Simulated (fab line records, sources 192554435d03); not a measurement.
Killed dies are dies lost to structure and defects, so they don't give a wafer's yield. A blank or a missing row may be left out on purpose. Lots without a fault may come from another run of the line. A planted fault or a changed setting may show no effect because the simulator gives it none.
A struck lot beside a sound one | flow n5_finfet | 14 steps out of a route of 1938
Sound: wafers L565.1, L565.3, L565.5. Struck: wafer L573.6. (L573.5 of the same lot was not struck and is left out.) The cause comes at the end.
At each step with rows: each side's tool, then ch and its chambers, then its first start. Under that, the readings that differ: sound wafers | struck wafers | difference of the means | sigmas: that difference in standard deviations of wafers without a fault.
alike: readings whose means differ by less than 2 such deviations, and words and numbers that are the same on both sides. not compared: withheld readings, readings that some wafer has no value for, bounds like >300 that may hide the same value, and numbers for which the record gives no deviation and whose values overlap.
The two part at a step that has a row with sigmas, a row that says differs or no value, or rows on one side only. Numbers that don't overlap but have no deviation are shown without sigmas and don't part them. A reading that every wafer of one side lacks parts them only if that side has two wafers or more.

first, 2 steps without rows for these wafers: N5_BEOL_M14_PRECLEAN_39 (cleans in residue remover, time 60 s); N5_BEOL_M14_SRD_40 (time 30 s, dry time 30 s).
N5_BEOL_M14_DEGAS_41: time 60 s.
  sound on pvd_sputter-01, day 12 15:21; struck on pvd_sputter-03, day 15 12:05
  alike: heater_power_w
then, 1 step without rows for these wafers: N5_BEOL_M14_PRE_CLEAN_42 (time 30 s).
N5_BEOL_M14_SPUTTER_43: material TaN, target thk 15 nm, time 24.19 s.
  sound on pvd_sputter-01, day 12 15:26; struck on pvd_sputter-03, day 15 12:11
  alike: throttle_valve_pct
then, 1 step without rows for these wafers: N5_BEOL_M14_SPUTTER_44 (material Ta, target thk 15 nm, time 24.19 s).
N5_BEOL_M14_SPUTTER_45: material Cu, target thk 100 nm, time 16.67 s.
  sound on pvd_sputter-01, day 12 15:35; struck on pvd_sputter-03, day 15 12:21
  alike: throttle_valve_pct
then, 1 step without rows for these wafers: N5_BEOL_M14_ECD_47 (material Cu, target thk 1248 nm).
N5_BEOL_M14_ANNEAL_48: time 90 s.
  sound on rtp_anneal-02 ch 0, day 12 15:54; struck on rtp_anneal-02 ch 0, day 15 12:47
  reading          | sound                | struck | difference | sigmas
  wafer_temp_C_max | 225.72 225.79 225.75 | 226.27 | +0.52      | +2
N5_BEOL_M14_CMP_49: polishes, stops on SiO2, t overpolish 5.2 s, target thk 560 nm.
  sound on cmp-01 ch 0,2, day 12 16:14; struck on cmp-01 ch 2, day 15 13:04
  alike: barrier_field_endpoint_s, motor_current_A, overpolish_run_s, time_to_endpoint_s
N5_BEOL_M14_THK_MEAS_50: measures by xrf.
  sound on film_metro-02, day 12 16:29; struck on film_metro-02, day 15 13:13
  alike: M14_THK
then, 1 step without rows for these wafers: N5_BEOL_M14_PRE_CLEAN_52 (time 15 s).
N5_BEOL_M14_DEP_53: deposits SiCN from 3MS/NH3, target thk 50 nm, time 17.8 s.
  sound on pecvd-01 ch 0,1,2, day 12 16:33; struck on pecvd-01 ch 0, day 15 13:17
  reading                                   | sound          | struck | difference | sigmas
  model.SiCN_of_BEOL_M14_DEP_53.thk_nm (nm) | 48.6 48.6 49.6 | 22     | -27        |
  alike: showerhead_plenum_p_Torr, throttle_valve_pct
N5_BEOL_M14_RS_MEAS_54: measures by four-point-probe.
  sound on film_metro-02, day 12 16:37; struck on film_metro-01, day 15 13:20
  alike: M14_RS

WHERE THEY PART
Only at N5_BEOL_M14_ANNEAL_48, within this record. Later steps at which nothing parts them and some readings are alike: N5_BEOL_M14_CMP_49, N5_BEOL_M14_THK_MEAS_50, N5_BEOL_M14_DEP_53, N5_BEOL_M14_RS_MEAS_54.

WHY: what the simulator had put in
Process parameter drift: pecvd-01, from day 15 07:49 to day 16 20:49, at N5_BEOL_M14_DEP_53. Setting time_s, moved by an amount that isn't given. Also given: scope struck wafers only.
